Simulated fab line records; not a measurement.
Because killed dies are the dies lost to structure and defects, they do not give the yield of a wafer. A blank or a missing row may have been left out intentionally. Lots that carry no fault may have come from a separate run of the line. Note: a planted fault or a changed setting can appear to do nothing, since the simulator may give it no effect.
Split-lot experiment / flow n5Finfet / 39 wafers read from 7 lots, route of 1938 steps

== SPLIT DETAILS ==
At N5_DUMMY_GATE_ETCH_32 (etches SiO2 in CF4, target depth 3.5 nm, time 3.9 s), the setting timeS was moved away from the recipe's 3.9 s on 12 of the 39 wafers read, by -15.2% to +11.3%. For the rest of the wafers, this setting stayed at what the recipe calls for.

Reading taken at the split's own step.

== THE READING ==
etch.depthNm (the simulator's own value, which no gauge read), in nm, at N5_DUMMY_GATE_ETCH_32 (etches SiO2 in CF4, target depth 3.5 nm, time 3.9 s). There is no usual value for it anywhere in the file. Here, 27 wafers ran the recipe; their average is 3.486 nm with a standard deviation of 0.035 nm.

wafer=L076.1; tool, chamber at the split=rieSi-01, 1; timeS as run, s=3.9; against the recipe=recipe; etch.depthNm, nm=3.492; against lot-mates on the recipe=-
wafer=L076.2; tool, chamber at the split=rieSi-01, 0; timeS as run, s=3.9; against the recipe=recipe; etch.depthNm, nm=3.56; against lot-mates on the recipe=-
wafer=L076.3; tool, chamber at the split=rieSi-01, 2; timeS as run, s=3.9; against the recipe=recipe; etch.depthNm, nm=3.511; against lot-mates on the recipe=-
wafer=L076.4; tool, chamber at the split=rieSi-01, 3; timeS as run, s=3.306; against the recipe=-15.2%; etch.depthNm, nm=2.977; against lot-mates on the recipe=-0.544
wafer=L076.5; tool, chamber at the split=rieSi-01, 2; timeS as run, s=3.306; against the recipe=-15.2%; etch.depthNm, nm=2.967; against lot-mates on the recipe=-0.554
wafer=L076.6; tool, chamber at the split=rieSi-01, 3; timeS as run, s=3.306; against the recipe=-15.2%; etch.depthNm, nm=2.979; against lot-mates on the recipe=-0.542
wafer=L080.1; tool, chamber at the split=rieSi-04, 2; timeS as run, s=3.9; against the recipe=recipe; etch.depthNm, nm=3.468; against lot-mates on the recipe=-
wafer=L080.2; tool, chamber at the split=rieSi-04, 1; timeS as run, s=3.9; against the recipe=recipe; etch.depthNm, nm=3.471; against lot-mates on the recipe=-
wafer=L080.3; tool, chamber at the split=rieSi-04, 3; timeS as run, s=3.9; against the recipe=recipe; etch.depthNm, nm=3.451; against lot-mates on the recipe=-
wafer=L080.4; tool, chamber at the split=rieSi-04, 0; timeS as run, s=3.9; against the recipe=recipe; etch.depthNm, nm=3.431; against lot-mates on the recipe=-
wafer=L080.5; tool, chamber at the split=rieSi-04, 0; timeS as run, s=3.9; against the recipe=recipe; etch.depthNm, nm=3.45; against lot-mates on the recipe=-
wafer=L080.6; tool, chamber at the split=rieSi-04, 1; timeS as run, s=3.9; against the recipe=recipe; etch.depthNm, nm=3.479; against lot-mates on the recipe=-
wafer=L081.1; tool, chamber at the split=rieSi-05, 3; timeS as run, s=3.9; against the recipe=recipe; etch.depthNm, nm=3.499; against lot-mates on the recipe=-
wafer=L081.2; tool, chamber at the split=rieSi-05, 2; timeS as run, s=3.9; against the recipe=recipe; etch.depthNm, nm=3.512; against lot-mates on the recipe=-
wafer=L081.3; tool, chamber at the split=rieSi-05, 1; timeS as run, s=3.9; against the recipe=recipe; etch.depthNm, nm=3.475; against lot-mates on the recipe=-
wafer=L081.4; tool, chamber at the split=rieSi-05, 0; timeS as run, s=3.632; against the recipe=-6.9%; etch.depthNm, nm=3.207; against lot-mates on the recipe=-0.288
wafer=L081.5; tool, chamber at the split=rieSi-05, 3; timeS as run, s=3.632; against the recipe=-6.9%; etch.depthNm, nm=3.232; against lot-mates on the recipe=-0.263
wafer=L081.6; tool, chamber at the split=rieSi-05, 0; timeS as run, s=3.632; against the recipe=-6.9%; etch.depthNm, nm=3.244; against lot-mates on the recipe=-0.251
wafer=L082.1; tool, chamber at the split=rieSi-01, 1; timeS as run, s=3.9; against the recipe=recipe; etch.depthNm, nm=3.501; against lot-mates on the recipe=-
wafer=L082.2; tool, chamber at the split=rieSi-01, 0; timeS as run, s=4.339; against the recipe=+11.3%; etch.depthNm, nm=3.957; against lot-mates on the recipe=+0.420
wafer=L082.3; tool, chamber at the split=rieSi-01, 3; timeS as run, s=4.339; against the recipe=+11.3%; etch.depthNm, nm=3.891; against lot-mates on the recipe=+0.354
wafer=L082.4; tool, chamber at the split=rieSi-01, 2; timeS as run, s=4.339; against the recipe=+11.3%; etch.depthNm, nm=3.929; against lot-mates on the recipe=+0.392
wafer=L082.5; tool, chamber at the split=rieSi-01, 0; timeS as run, s=3.9; against the recipe=recipe; etch.depthNm, nm=3.546; against lot-mates on the recipe=-
wafer=L082.6; tool, chamber at the split=rieSi-01, 1; timeS as run, s=3.9; against the recipe=recipe; etch.depthNm, nm=3.564; against lot-mates on the recipe=-
wafer=L089.1; tool, chamber at the split=rieSi-04, 0; timeS as run, s=3.9; against the recipe=recipe; etch.depthNm, nm=3.462; against lot-mates on the recipe=-
wafer=L089.2; tool, chamber at the split=rieSi-04, 2; timeS as run, s=3.9; against the recipe=recipe; etch.depthNm, nm=3.514; against lot-mates on the recipe=-
wafer=L089.3; tool, chamber at the split=rieSi-04, 3; timeS as run, s=3.9; against the recipe=recipe; etch.depthNm, nm=3.461; against lot-mates on the recipe=-
wafer=L089.4; tool, chamber at the split=rieSi-04, 1; timeS as run, s=3.9; against the recipe=recipe; etch.depthNm, nm=3.504; against lot-mates on the recipe=-
wafer=L089.5; tool, chamber at the split=rieSi-04, 1; timeS as run, s=3.9; against the recipe=recipe; etch.depthNm, nm=3.527; against lot-mates on the recipe=-
wafer=L089.6; tool, chamber at the split=rieSi-04, 0; timeS as run, s=3.9; against the recipe=recipe; etch.depthNm, nm=3.446; against lot-mates on the recipe=-
wafer=L093.1; tool, chamber at the split=rieSi-04, 2; timeS as run, s=3.9; against the recipe=recipe; etch.depthNm, nm=3.46; against lot-mates on the recipe=-
wafer=L093.2; tool, chamber at the split=rieSi-04, 3; timeS as run, s=3.342; against the recipe=-14.3%; etch.depthNm, nm=2.957; against lot-mates on the recipe=-0.511
wafer=L093.3; tool, chamber at the split=rieSi-04, 1; timeS as run, s=3.342; against the recipe=-14.3%; etch.depthNm, nm=2.954; against lot-mates on the recipe=-0.514
wafer=L093.4; tool, chamber at the split=rieSi-04, 0; timeS as run, s=3.9; against the recipe=recipe; etch.depthNm, nm=3.475; against lot-mates on the recipe=-
wafer=L093.5; tool, chamber at the split=rieSi-04, 2; timeS as run, s=3.342; against the recipe=-14.3%; etch.depthNm, nm=2.986; against lot-mates on the recipe=-0.482
wafer=L093.6; tool, chamber at the split=rieSi-04, 3; timeS as run, s=3.9; against the recipe=recipe; etch.depthNm, nm=3.468; against lot-mates on the recipe=-
wafer=L097.3; tool, chamber at the split=rieSi-05, 0; timeS as run, s=3.9; against the recipe=recipe; etch.depthNm, nm=3.452; against lot-mates on the recipe=-
wafer=L097.5; tool, chamber at the split=rieSi-05, 0; timeS as run, s=3.9; against the recipe=recipe; etch.depthNm, nm=3.451; against lot-mates on the recipe=-
wafer=L097.6; tool, chamber at the split=rieSi-05, 2; timeS as run, s=3.9; against the recipe=recipe; etch.depthNm, nm=3.493; against lot-mates on the recipe=-

FIT RESULTS
A straight line over all 39 wafers: etch.depthNm changes by +0.0362 nm for each +1% of timeS; r = +0.99; the points scatter about the line by 0.034 nm.
The same after taking each lot's own level away (the mean of its wafers on the recipe; 39 wafers): +0.0355 nm for each +1%; r = +1.00; scatter 0.023 nm.
On that fit, the largest move of timeS shifts the reading by 0.54 nm.
The span of the lots' own levels, 3.4583 to 3.5370 nm, comes to 2.3 times the standard deviation stated above.
Consequently the slope shifts little with the lot-to-lot level, the two slopes agreeing.
Check: for one of the wafers moved furthest among these (-15.2%), held out of the fit, the line's prediction against its lot-mates is -0.543 nm. It came out at -0.544 nm against them.

== THE FILE'S OWN FIT ==
etch.depthNm changes by +0.0356 nm for each +1% of timeS, r = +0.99.
